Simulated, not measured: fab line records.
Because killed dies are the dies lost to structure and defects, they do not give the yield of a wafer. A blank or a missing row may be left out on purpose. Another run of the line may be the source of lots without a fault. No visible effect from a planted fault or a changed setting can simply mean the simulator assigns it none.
Which of the tools did it? / flow nand_harc / 14 lots with 42 wafers sampled at 5 steps, on a route of 1302 steps

WHAT EACH GAUGE READ, for each wafer
NHARC_THIN_TSV_CD_MEAS_37.
lot=L633; measured=day 24 10:18; on=cd_sem-03; cd_nm (nm)=5004 5004 5003
lot=L634; measured=day 25 01:53; on=cd_sem-02; cd_nm (nm)=5009 5005 5008
lot=L635; measured=day 25 11:11; on=cd_sem-01; cd_nm (nm)=5002 4995 4992
lot=L637; measured=day 25 12:12; on=cd_sem-01; cd_nm (nm)=5003 4998 4997
lot=L636; measured=day 25 13:30; on=cd_sem-01; cd_nm (nm)=5008 5001 4996
lot=L638; measured=day 25 20:34; on=cd_sem-02; cd_nm (nm)=5002 5002 4997
lot=L639; measured=day 26 12:00; on=cd_sem-01; cd_nm (nm)=5001 4994 5001
lot=L640; measured=day 26 13:26; on=cd_sem-01; cd_nm (nm)=4997 4999 5004
lot=L644; measured=day 28 19:39; on=cd_sem-03; cd_nm (nm)=5002 4998 4994
lot=L647; measured=day 30 01:23; on=cd_sem-03; cd_nm (nm)=5006 5006 5007
lot=L651; measured=day 31 03:20; on=cd_sem-02; cd_nm (nm)=5002 4999 5011
lot=L652; measured=day 31 18:23; on=cd_sem-03; cd_nm (nm)=4997 5000 4998
lot=L654; measured=day 32 10:08; on=cd_sem-02; cd_nm (nm)=5000 5011 5001
lot=L656; measured=day 33 11:55; on=cd_sem-03; cd_nm (nm)=5003 5002 5003

NHARC_END_SORT_01.
lot=L644; measured=day 29 05:31; on=prober-02; killed_at_array=144 98 84; killed_at_other=1 1 2; killed_at_periphery=0 3 0; killed_dies=145 102 86; killed_open=3 3 3; killed_short=2 5 8
lot=L647; measured=day 30 13:58; on=prober-01; killed_at_array=44 144 42; killed_at_other=1 0 0; killed_at_periphery=9 11 7; killed_dies=54 155 49; killed_open=3 1 4; killed_short=2 3 3

WHICH TOOL RAN EACH LOT (tool, then ch and the chambers of the sampled wafers, then the start)
lot=L633; NHARC_A_CONTACT_ETCH_113=har_cap_etch-02 ch 0,1, day 22 01:23; NHARC_THIN_TSV_STRIP_45=plasma_asher-01 ch 0,1, day 24 04:07; NHARC_THIN_TSV_PRE_CLEAN_54=pvd_sputter-03, day 24 07:56
lot=L634; NHARC_A_CONTACT_ETCH_113=har_cap_etch-03 ch 0,1, day 22 10:20; NHARC_THIN_TSV_STRIP_45=plasma_asher-01 ch 0,1, day 24 19:41; NHARC_THIN_TSV_PRE_CLEAN_54=pvd_sputter-03, day 24 23:31
lot=L635; NHARC_A_CONTACT_ETCH_113=har_cap_etch-03 ch 0,1, day 22 18:08; NHARC_THIN_TSV_STRIP_45=plasma_asher-01 ch 0,1, day 25 04:42; NHARC_THIN_TSV_PRE_CLEAN_54=pvd_sputter-02, day 25 08:37
lot=L637; NHARC_A_CONTACT_ETCH_113=har_cap_etch-02 ch 0, day 23 01:56; NHARC_THIN_TSV_STRIP_45=plasma_asher-02 ch 0,1, day 25 05:53; NHARC_THIN_TSV_PRE_CLEAN_54=pvd_sputter-02, day 25 09:49
lot=L636; NHARC_A_CONTACT_ETCH_113=har_cap_etch-03 ch 0,1, day 23 02:48; NHARC_THIN_TSV_STRIP_45=plasma_asher-02 ch 0,1, day 25 07:11; NHARC_THIN_TSV_PRE_CLEAN_54=pvd_sputter-03, day 25 10:59
lot=L638; NHARC_A_CONTACT_ETCH_113=har_cap_etch-02 ch 0,1, day 23 06:44; NHARC_THIN_TSV_STRIP_45=plasma_asher-01 ch 0,1, day 25 14:09; NHARC_THIN_TSV_PRE_CLEAN_54=pvd_sputter-03, day 25 18:11
lot=L639; NHARC_A_CONTACT_ETCH_113=har_cap_etch-01 ch 0,1, day 23 22:26; NHARC_THIN_TSV_STRIP_45=plasma_asher-01 ch 0,1, day 26 05:23; NHARC_THIN_TSV_PRE_CLEAN_54=pvd_sputter-03, day 26 09:28
lot=L640; NHARC_A_CONTACT_ETCH_113=har_cap_etch-03 ch 0, day 24 02:29; NHARC_THIN_TSV_STRIP_45=plasma_asher-01 ch 0,1, day 26 06:57; NHARC_THIN_TSV_PRE_CLEAN_54=pvd_sputter-03, day 26 10:44
lot=L644; NHARC_A_CONTACT_ETCH_113=har_cap_etch-01 ch 0,1, day 26 04:01; NHARC_THIN_TSV_STRIP_45=plasma_asher-01 ch 0,1, day 28 13:22; NHARC_THIN_TSV_PRE_CLEAN_54=pvd_sputter-03, day 28 17:13
lot=L647; NHARC_A_CONTACT_ETCH_113=har_cap_etch-01 ch 0,1, day 27 13:22; NHARC_THIN_TSV_STRIP_45=plasma_asher-02 ch 0,1, day 29 19:11; NHARC_THIN_TSV_PRE_CLEAN_54=pvd_sputter-01, day 29 22:52
lot=L651; NHARC_A_CONTACT_ETCH_113=har_cap_etch-02 ch 0,1, day 28 15:50; NHARC_THIN_TSV_STRIP_45=plasma_asher-01 ch 0,1, day 30 21:04; NHARC_THIN_TSV_PRE_CLEAN_54=pvd_sputter-02, day 31 00:56
lot=L652; NHARC_A_CONTACT_ETCH_113=har_cap_etch-03 ch 0,1, day 29 05:10; NHARC_THIN_TSV_STRIP_45=plasma_asher-02 ch 0,1, day 31 12:02; NHARC_THIN_TSV_PRE_CLEAN_54=pvd_sputter-03, day 31 15:52
lot=L654; NHARC_A_CONTACT_ETCH_113=har_cap_etch-02 ch 0,1, day 29 21:11; NHARC_THIN_TSV_STRIP_45=plasma_asher-01 ch 0,1, day 32 03:29; NHARC_THIN_TSV_PRE_CLEAN_54=pvd_sputter-01, day 32 07:35
lot=L656; NHARC_A_CONTACT_ETCH_113=har_cap_etch-02 ch 0, day 31 01:34; NHARC_THIN_TSV_STRIP_45=plasma_asher-02 ch 0,1, day 33 05:19; NHARC_THIN_TSV_PRE_CLEAN_54=pvd_sputter-02, day 33 09:26
- NHARC_A_CONTACT_ETCH_113: etches the open film in C4F8/O2/Ar, time 190 s, target depth 1850 nm.
- NHARC_THIN_TSV_STRIP_45: strips in O2.
- NHARC_THIN_TSV_PRE_CLEAN_54: time 30 s.

AS READ BY THE TOOLS THEMSELVES (means over the sampled wafers that have a number; for cases with no such wafer, the mark the record gives instead)
NHARC_THIN_TSV_STRIP_45.
lot=L633; tool=plasma_asher-01; drypump_motor_current_A (A)=5.6; heater_power_w (W)=353
lot=L634; tool=plasma_asher-01; drypump_motor_current_A (A)=5.6; heater_power_w (W)=352
lot=L635; tool=plasma_asher-01; drypump_motor_current_A (A)=5.6; heater_power_w (W)=350
lot=L637; tool=plasma_asher-02; drypump_motor_current_A (A)=4.9; heater_power_w (W)=348
lot=L636; tool=plasma_asher-02; drypump_motor_current_A (A)=4.9; heater_power_w (W)=353
lot=L638; tool=plasma_asher-01; drypump_motor_current_A (A)=5.6; heater_power_w (W)=351
lot=L639; tool=plasma_asher-01; drypump_motor_current_A (A)=5.6; heater_power_w (W)=349
lot=L640; tool=plasma_asher-01; drypump_motor_current_A (A)=5.6; heater_power_w (W)=350
lot=L644; tool=plasma_asher-01; drypump_motor_current_A (A)=5.6; heater_power_w (W)=356
lot=L647; tool=plasma_asher-02; drypump_motor_current_A (A)=4.9; heater_power_w (W)=348
lot=L651; tool=plasma_asher-01; drypump_motor_current_A (A)=5.5; heater_power_w (W)=353
lot=L652; tool=plasma_asher-02; drypump_motor_current_A (A)=5.1; heater_power_w (W)=345
lot=L654; tool=plasma_asher-01; drypump_motor_current_A (A)=5.6; heater_power_w (W)=355
lot=L656; tool=plasma_asher-02; drypump_motor_current_A (A)=4.9; heater_power_w (W)=345

NHARC_THIN_TSV_PRE_CLEAN_54.
lot=L633; tool=pvd_sputter-03; heater_power_w (W)=413
lot=L634; tool=pvd_sputter-03; heater_power_w (W)=519
lot=L635; tool=pvd_sputter-02; heater_power_w (W)=420
lot=L637; tool=pvd_sputter-02; heater_power_w (W)=417
lot=L636; tool=pvd_sputter-03; heater_power_w (W)=413
lot=L638; tool=pvd_sputter-03; heater_power_w (W)=407
lot=L639; tool=pvd_sputter-03; heater_power_w (W)=476
lot=L640; tool=pvd_sputter-03; heater_power_w (W)=500
lot=L644; tool=pvd_sputter-03; heater_power_w (W)=448
lot=L647; tool=pvd_sputter-01; heater_power_w (W)=432
lot=L651; tool=pvd_sputter-02; heater_power_w (W)=388
lot=L652; tool=pvd_sputter-03; heater_power_w (W)=410
lot=L654; tool=pvd_sputter-01; heater_power_w (W)=441
lot=L656; tool=pvd_sputter-02; heater_power_w (W)=416

THE ANSWER, worked out from the rows above alone
Rule: usual is defined by the lots themselves. The widest of any qualifying gaps counts: lots, ordered by their means at a reading, are off when they make up no more than a third of the lots, leave a main group of 4 or more, and stand apart from it by 3 or more times the standard deviation of that group's means. A main group whose means are all the same, to the digits that the tables above print for the reading, isn't used. Also off: a lot with no number at a reading for which 4 or more lots have one. Any other lot the step has rows for is counted as sound. The gauges are gone through in route order, then the tools' own readings, and for those a lot's mean is taken as printed above. At the first step where some lot is off, the reading lying furthest off is the one used; lots without a number count as furthest.
Nothing can be told from this: no lot is off at any reading shown.

WHAT THE SIMULATOR HAD INSERTED
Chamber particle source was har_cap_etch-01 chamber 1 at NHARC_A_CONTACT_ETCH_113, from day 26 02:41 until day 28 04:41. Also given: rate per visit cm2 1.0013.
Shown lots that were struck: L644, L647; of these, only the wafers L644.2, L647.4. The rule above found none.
